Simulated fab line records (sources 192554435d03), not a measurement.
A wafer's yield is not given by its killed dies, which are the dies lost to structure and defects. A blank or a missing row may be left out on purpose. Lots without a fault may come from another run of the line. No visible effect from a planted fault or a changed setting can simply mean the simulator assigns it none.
Lot-split experiment || flow n5-finfet || route with 1938 steps; 7 lots, 21 wafers read

## THE SPLIT
At N5_BEOL_M2_COAT_62 (time 60 s, resist thk 12 nm), the setting spin-rpm was moved away from the recipe's 1500 rpm on 7 of the 21 wafers read, by -4.1% to +10.9%. For the rest of the wafers, this setting stayed at what the recipe calls for.

## FROM THE SPLIT TO THE READING: what the file shows between them, 4 steps
- N5_BEOL_M2_COAT_73: time 60 s, resist thk 5 nm
- N5_BEOL_M2_COAT_05: resist thk 30 nm
- N5_BEOL_M2_DESCUM_16: chemistry O2, time 7 s
- N5_BEOL_M2_ETCH_74: etches underlayer in N2/H2, target depth 6.5 nm, time 5.2 s

## THE READING
etch.depth-nm (the simulator's own value, which no gauge read), in nm, at N5_BEOL_M2_ETCH_63 (etches SiARC in CF4, target depth 15.6 nm, time 26 s). The file gives no usual value for it. Here, 14 wafers ran the recipe; their average is 12.02 nm with a standard deviation of 0.028 nm.

{"wafer": "L074.2", "tool, chamber at the split": "litho-track-03, 0", "spin-rpm as run, rpm": 1500, "against the recipe": "recipe", "etch.depth-nm, nm": 12.05, "against lot-mates on the recipe": "-"}
{"wafer": "L074.3", "tool, chamber at the split": "litho-track-03, 0", "spin-rpm as run, rpm": 1500, "against the recipe": "recipe", "etch.depth-nm, nm": 12.07, "against lot-mates on the recipe": "-"}
{"wafer": "L074.5", "tool, chamber at the split": "litho-track-03, 0", "spin-rpm as run, rpm": 1500, "against the recipe": "recipe", "etch.depth-nm, nm": 12.04, "against lot-mates on the recipe": "-"}
{"wafer": "L078.3", "tool, chamber at the split": "litho-track-02, 0", "spin-rpm as run, rpm": 1663, "against the recipe": "+10.9%", "etch.depth-nm, nm": 11.42, "against lot-mates on the recipe": -0.60}
{"wafer": "L078.5", "tool, chamber at the split": "litho-track-02, 0", "spin-rpm as run, rpm": 1500, "against the recipe": "recipe", "etch.depth-nm, nm": 12.01, "against lot-mates on the recipe": "-"}
{"wafer": "L078.6", "tool, chamber at the split": "litho-track-02, 0", "spin-rpm as run, rpm": 1500, "against the recipe": "recipe", "etch.depth-nm, nm": 12.02, "against lot-mates on the recipe": "-"}
{"wafer": "L082.3", "tool, chamber at the split": "litho-track-04, 0", "spin-rpm as run, rpm": 1500, "against the recipe": "recipe", "etch.depth-nm, nm": 12.05, "against lot-mates on the recipe": "-"}
{"wafer": "L082.5", "tool, chamber at the split": "litho-track-04, 0", "spin-rpm as run, rpm": 1624, "against the recipe": "+8.3%", "etch.depth-nm, nm": 11.59, "against lot-mates on the recipe": -0.46}
{"wafer": "L082.6", "tool, chamber at the split": "litho-track-04, 0", "spin-rpm as run, rpm": 1624, "against the recipe": "+8.3%", "etch.depth-nm, nm": 11.55, "against lot-mates on the recipe": -0.50}
{"wafer": "L085.1", "tool, chamber at the split": "litho-track-04, 0", "spin-rpm as run, rpm": 1614, "against the recipe": "+7.6%", "etch.depth-nm, nm": 11.55, "against lot-mates on the recipe": -0.40}
{"wafer": "L085.2", "tool, chamber at the split": "litho-track-04, 0", "spin-rpm as run, rpm": 1614, "against the recipe": "+7.6%", "etch.depth-nm, nm": 11.51, "against lot-mates on the recipe": -0.44}
{"wafer": "L085.6", "tool, chamber at the split": "litho-track-04, 0", "spin-rpm as run, rpm": 1500, "against the recipe": "recipe", "etch.depth-nm, nm": 11.95, "against lot-mates on the recipe": "-"}
{"wafer": "L090.2", "tool, chamber at the split": "litho-track-02, 0", "spin-rpm as run, rpm": 1500, "against the recipe": "recipe", "etch.depth-nm, nm": 12.04, "against lot-mates on the recipe": "-"}
{"wafer": "L090.4", "tool, chamber at the split": "litho-track-02, 0", "spin-rpm as run, rpm": 1500, "against the recipe": "recipe", "etch.depth-nm, nm": 12.01, "against lot-mates on the recipe": "-"}
{"wafer": "L090.5", "tool, chamber at the split": "litho-track-02, 0", "spin-rpm as run, rpm": 1500, "against the recipe": "recipe", "etch.depth-nm, nm": 12.02, "against lot-mates on the recipe": "-"}
{"wafer": "L091.2", "tool, chamber at the split": "litho-track-04, 0", "spin-rpm as run, rpm": 1438, "against the recipe": "-4.1%", "etch.depth-nm, nm": 12.27, "against lot-mates on the recipe": "+0.26"}
{"wafer": "L091.3", "tool, chamber at the split": "litho-track-04, 0", "spin-rpm as run, rpm": 1438, "against the recipe": "-4.1%", "etch.depth-nm, nm": 12.28, "against lot-mates on the recipe": "+0.27"}
{"wafer": "L091.5", "tool, chamber at the split": "litho-track-04, 0", "spin-rpm as run, rpm": 1500, "against the recipe": "recipe", "etch.depth-nm, nm": 12.01, "against lot-mates on the recipe": "-"}
{"wafer": "L094.3", "tool, chamber at the split": "litho-track-04, 0", "spin-rpm as run, rpm": 1500, "against the recipe": "recipe", "etch.depth-nm, nm": 12, "against lot-mates on the recipe": "-"}
{"wafer": "L094.4", "tool, chamber at the split": "litho-track-04, 0", "spin-rpm as run, rpm": 1500, "against the recipe": "recipe", "etch.depth-nm, nm": 12, "against lot-mates on the recipe": "-"}
{"wafer": "L094.5", "tool, chamber at the split": "litho-track-04, 0", "spin-rpm as run, rpm": 1500, "against the recipe": "recipe", "etch.depth-nm, nm": 12.03, "against lot-mates on the recipe": "-"}

THE FIT
A straight line over all 21 wafers: etch.depth-nm changes by -0.0584 nm for each +1% of spin-rpm; r = -0.99; the points scatter about the line by 0.033 nm.
The same after taking each lot's own level away (the mean of its wafers on the recipe; 21 wafers): -0.0572 nm for each +1%; r = -1.00; scatter 0.017 nm.
The reading moves by 0.62 nm for the largest change in spin-rpm, on that fit.
Measured against the standard deviation above, the lots' own levels, which go from 11.950 to 12.053 nm, span 3.7 times it.
The two slopes are in agreement: the lot-to-lot level therefore moves the slope only a little.
Check: -0.626 nm against its lot-mates is what the line predicts for one of the wafers moved furthest among these (+10.9%) when that wafer is left out of the fit. It came out at -0.595 nm against them.

## ADDITIONAL SPLITS CARRIED BY THESE WAFERS
Before the reading, these wafers also passed through other splits. Each is held against what the fit with the lots' levels taken away leaves over:
{"other split on the same wafers": "N5_MOL_CONTACT_COAG_COAT_62 spin-rpm", "wafers away from the commonest value": 3, "r with etch.depth-nm (lot level and that fit taken away)": -0.28}
{"other split on the same wafers": "N5_BEOL_M0_SAQP_EXPOSE_11 dose-mj", "wafers away from the commonest value": 5, "r with etch.depth-nm (lot level and that fit taken away)": -0.10}
{"other split on the same wafers": "N5_BEOL_M1_ILD_DEP_00 time-s", "wafers away from the commonest value": 3, "r with etch.depth-nm (lot level and that fit taken away)": "+0.11"}
{"other split on the same wafers": "N5_BEOL_M1_PECVD_72 time-s", "wafers away from the commonest value": 6, "r with etch.depth-nm (lot level and that fit taken away)": "+0.33"}
{"other split on the same wafers": "N5_BEOL_M2_HM_DEP_02 target-thk-a", "wafers away from the commonest value": 4, "r with etch.depth-nm (lot level and that fit taken away)": "+0.07"}

## THE WHOLE CHAIN: every reading that the file lists as answering this split, in the file's order
{"step": "N5_BEOL_M2_COAT_62", "what it does": "time 60 s, resist thk 12 nm", "reading": "SiARC_of_BEOL_M2_COAT_62.thk-nm (the simulator's own value, which no gauge read)", "change (the file's fit)": "-0.0524 nm for each +1% of the setting", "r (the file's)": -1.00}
{"step": "N5_BEOL_M2_ETCH_63", "what it does": "etches SiARC in CF4, target depth 15.6 nm, time 26 s", "reading": "etch.depth-nm (the simulator's own value, which no gauge read)", "change (the file's fit)": "-0.0566 nm for each +1% of the setting", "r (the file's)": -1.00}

## THE FILE'S OWN FIT
etch.depth-nm changes by -0.0566 nm for each +1% of spin-rpm, r = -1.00.
